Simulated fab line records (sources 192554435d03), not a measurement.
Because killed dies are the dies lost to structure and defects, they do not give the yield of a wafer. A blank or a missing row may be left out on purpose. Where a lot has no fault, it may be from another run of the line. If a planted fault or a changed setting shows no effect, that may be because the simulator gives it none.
Problem report, 8D (eight disciplines) form, completed by code :: flow n5-finfet :: the parts of the form that need people (team, actions taken, sign-off) are left out

== 1. WHAT WENT WRONG ==
cd-nm at N5_BEOL_M12_CD_MEAS_28 reads a mean of 171.9 nm on 3 wafers of 3 lots; wafers without a fault read 159.3 nm with a standard deviation of 1. Relative to the usual mean, that is a shift of +13 standard deviations.
The step: target cd 160.2 nm.
First observed at day 14 00:47: wafer L854.5, on cd-sem-01. The record holds 21 wafers of 8 lots with a number at this step. The rule behind "out" and "out of limits": a value lying over 4 standard deviations away from the usual mean. All remaining wafers that have a number are taken as sound.

== 2. WHAT IT IS, AND WHAT IT ISN'T ==
question: which readings at this step
is: cd-nm
is not: -

question: which lots
is: L853, L854, L855
is not: L839, L841, L844, L861, L862

question: which wafers of those lots
is: L853.5, L854.5, L855.5
is not: L853.1, L854.1, L855.4

question: read on which gauges
is: cd-sem-01, cd-sem-02
is not: -

question: when
is: from day 14 00:47
is not: up to then (10 sound wafers); but 8 sound wafers of L853, L855, L861, L862 came after

== 3. WHAT RULES OUT EACH SUSPECT ==
Counting: a tool at a process step up to the reading stays a suspect if it ran every lot that is out. Sound lots after the first of them don't rule it out here, since some wafers of a struck lot are sound.
- the gauge at N5_BEOL_M12_CD_MEAS_28 has been ruled out. Those wafers that are out were read across 2 gauges (cd-sem-01, cd-sem-02).
- plasma-asher-02 at N5_BEOL_M12_STRIP_64 (strips in N2/H2): kept. Every lot that is out went through it, the first being L854 (day 14 00:19); the last sound lot it ran before that was L844 (day 12 12:50).
- krf-scanner-01 at N5_BEOL_M12_EXPOSE_25 (exposes mask M12): kept. Every lot that is out went through it, the first being L854 (day 14 00:37); the last sound lot it ran before that was L844 (day 12 13:08).
Left after counting: plasma-asher-02 at N5_BEOL_M12_STRIP_64, krf-scanner-01 at N5_BEOL_M12_EXPOSE_25.

== 4. THE CAUSE (what the simulator had put in) ==
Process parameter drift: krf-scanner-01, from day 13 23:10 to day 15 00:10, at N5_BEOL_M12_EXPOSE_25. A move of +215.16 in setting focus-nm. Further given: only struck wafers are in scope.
2 suspects survive the count, and this tool is in that group.

== 5. THE CHAIN OF EFFECTS, in route order ==
Each row: a reading whose mean over the struck wafers that have a number lies more than 3 standard deviations from the usual. Scope: only readings with a usual standard deviation given in the record; hours: median across lots of the time from each lot's start at the first step in this table that gives one to its start at this step; sigmas: change in usual standard deviations.
hours: 0
step: N5_BEOL_M12_CD_MEAS_28
reading: cd-nm
usual: 159.3 nm
on struck wafers: 171.9
change: +12.6
sigmas: +13

hours: 23
step: N5_BEOL_M15_RC_MEAS_101
reading: SERP_M12
usual: 0.638 ohm/um
on struck wafers: 0.565
change: -0.073
sigmas: -6.7

hours: 23
step: N5_BEOL_M15_RC_MEAS_101
reading: SERP_M12_max_site
usual: 0.652 ohm/um
on struck wafers: 0.570
change: -0.082
sigmas: -6.3
Later steps that measure or inspect, where all struck wafers having a row at the step show a number for every such reading and not one has moved that far: N5_BEOL_M12_OCD_MEAS_35.

== 6. WHAT WOULD HAVE CAUGHT IT SOONER ==
The first out-of-limits reading at a measuring or inspecting step in this record came at day 14 00:47, 2 hours after the fault's start at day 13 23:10.
Tool readings at N5_BEOL_M12_EXPOSE_25 with a usual standard deviation given in the record: none out on any struck wafer, hence no alarm at a limit of 4 standard deviations on them.
Among the 3 lots that are out, L853, L855 began N5_BEOL_M12_EXPOSE_25 on krf-scanner-01 after day 14 00:47. A hold on the tool at that time would have spared those 2.
